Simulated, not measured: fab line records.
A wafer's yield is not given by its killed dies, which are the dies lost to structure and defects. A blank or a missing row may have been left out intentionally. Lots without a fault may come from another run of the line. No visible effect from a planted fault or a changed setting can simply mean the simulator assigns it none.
One fault seen from 2 desks    flow n5 finfet    numbers are kept per desk, each desk with only its own; the story behind them comes last

## THE TOOL OWNER'S DESK: ald sin-03
The tool's own readings at N5_FIN_SAQP_ALD_61 (deposits SiO2, target thk 4 nm, pulse time 1 s, purge time 2 s): means of the sampled wafers that have a number, for each lot that ran on this tool. The brackets show how far a lot's mean lies from the usual mean; more than 4 standard deviations puts the lot out of limits, marked OUT.
Columns: A = chamber pressure Torr at N5_FIN_SAQP_ALD_61, usual 1.999 Torr; B = heater power outer w at N5_FIN_SAQP_ALD_61, usual 273 W; C = heater power w at N5_FIN_SAQP_ALD_61, usual 481 W; D = precursor pulse height rel at N5_FIN_SAQP_ALD_61, usual 0.999
lot   first seen here  A      B    C    D
L349  day 2 21:24      1.999  286  480  1.016
L356  day 4 14:43      1.998  284  499  0.988
L357  day 4 20:45      2.004  291  515  0.995
L366  day 7 02:41      2.004  285  483  1.001
L367  day 7 09:14      1.998  266  480  0.995
This desk found nothing out of limits on any of the 5 lots.

## METROLOGY DESK
Lot by lot, what the gauges showed, no matter which tool ran the lot: averages of those sampled wafers that carry a number. The brackets show how far a lot's mean lies from the usual mean; more than 4 standard deviations puts the lot out of limits, marked OUT. Of its 11 readings 7 are shown: those that lie furthest out on some lot.
Columns: A = DIBL_N at N5_BEOL_M4_RC_MEAS_101, usual 36.0 mV/V; B = DIBL_P at N5_BEOL_M4_RC_MEAS_101, usual 36.3 mV/V; C = IOFF_N at N5_BEOL_M4_RC_MEAS_101, usual 0.16 nA/um; D = ION_P at N5_BEOL_M4_RC_MEAS_101, usual 461 uA/um; E = SS_N at N5_BEOL_M4_RC_MEAS_101, usual 71.4 mV/dec; F = SS_P at N5_BEOL_M4_RC_MEAS_101, usual 73.2 mV/dec; G = VT_N at N5_BEOL_M4_RC_MEAS_101, usual 250 mV
lot   first seen here  A     B     C     D    E     F     G
L346  day 2 11:08      36.9  37.8  0.19  465  72.5  73.6  247
L347  day 2 11:20      36.9  38.3  0.19  468  71.3  73.5  248
L349  day 2 22:43      35.6  36.1  0.16  462  71.3  73.3  250
L350  day 3 04:26      34.2  34.7  0.12  457  71.0  72.6  254
L353  day 3 22:13      38.5  40.7  0.21  465  71.4  74.1  244
L356  day 4 16:02      34.2  34.4  0.12  465  70.5  72.7  256
L357  day 4 21:53      37.4  36.9  0.17  455  71.6  73.4  250
L366  day 7 03:55      36.0  34.9  0.14  458  71.1  72.9  248
L367  day 7 10:28      37.3  39.0  0.17  473  71.4  73.8  246
L368  day 7 16:16      38.1  37.2  0.17  461  71.9  73.7  249
This desk found nothing out of limits on any of the 10 lots.

## TAKEN TOGETHER
Nothing out of limits was seen by the tool owner's desk.
At the metrology desk, nothing out of limits was observed.

## WHAT WAS PUT IN BY THE SIMULATOR
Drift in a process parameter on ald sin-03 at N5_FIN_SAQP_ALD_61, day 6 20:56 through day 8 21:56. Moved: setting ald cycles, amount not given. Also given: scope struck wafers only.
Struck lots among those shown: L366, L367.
